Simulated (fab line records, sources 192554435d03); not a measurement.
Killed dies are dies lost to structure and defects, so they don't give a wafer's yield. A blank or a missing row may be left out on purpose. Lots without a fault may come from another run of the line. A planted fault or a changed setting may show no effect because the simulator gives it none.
Chamber matching | flow n5_finfet | N5_HKMG_FIN_ETCH_58 on rie_diel-02: 4 sister chambers
The step etches SOC in N2/H2, target depth 215.8 nm, time 741 s. 4 wafers are shown with their chamber, then 10 later ones without.

WAFERS WITH THEIR CHAMBER
wafer  | chamber | showerhead_plenum_p_Torr (Torr)
L078.2 | 3       | 2.47
L082.4 | 1       | 2.59
L086.1 | 2       | 2.70
L086.3 | 0       | 2.61

WAFERS WITHOUT THEIR CHAMBER
wafer  | showerhead_plenum_p_Torr (Torr)
L086.4 | 2.58
L092.1 | 2.61
L092.3 | 2.69
L092.6 | 2.58
L094.1 | 2.60
L094.2 | 2.69
L094.6 | 2.58
L096.1 | 2.45
L096.2 | 2.69
L096.6 | 2.60

WHICH CHAMBER EACH WENT THROUGH
wafer  | from the rows above     | in truth
L086.4 | can't be placed: 1 or 0 | 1
L092.1 | can't be placed: 0 or 1 | 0
L092.3 | 2                       | 2
L092.6 | can't be placed: 1 or 0 | 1
L094.1 | can't be placed: 0 or 1 | 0
L094.2 | 2                       | 2
L094.6 | can't be placed: 1 or 0 | 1
L096.1 | 3                       | 3
L096.2 | 2                       | 2
L096.6 | can't be placed: 0 or 1 | 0
Placed correctly: 4 of 10. Can't be placed from these rows: 6 (the true chamber is among the candidates in 6). Placed wrongly: 0.
How it was worked out, from the rows above alone: a wafer's distance from a chamber is the root of the sum, over the readings, of the square of ((its reading less the chamber's mean) divided by the reading's scatter). The wafer belongs to the nearest chamber; if the next one is less than 2 further off, it can't be placed. A chamber's mean is the mean of its shown wafers. The scatter: with one shown wafer a chamber, the root of the mean of the squares of how far each hidden wafer lies from its nearest shown one.
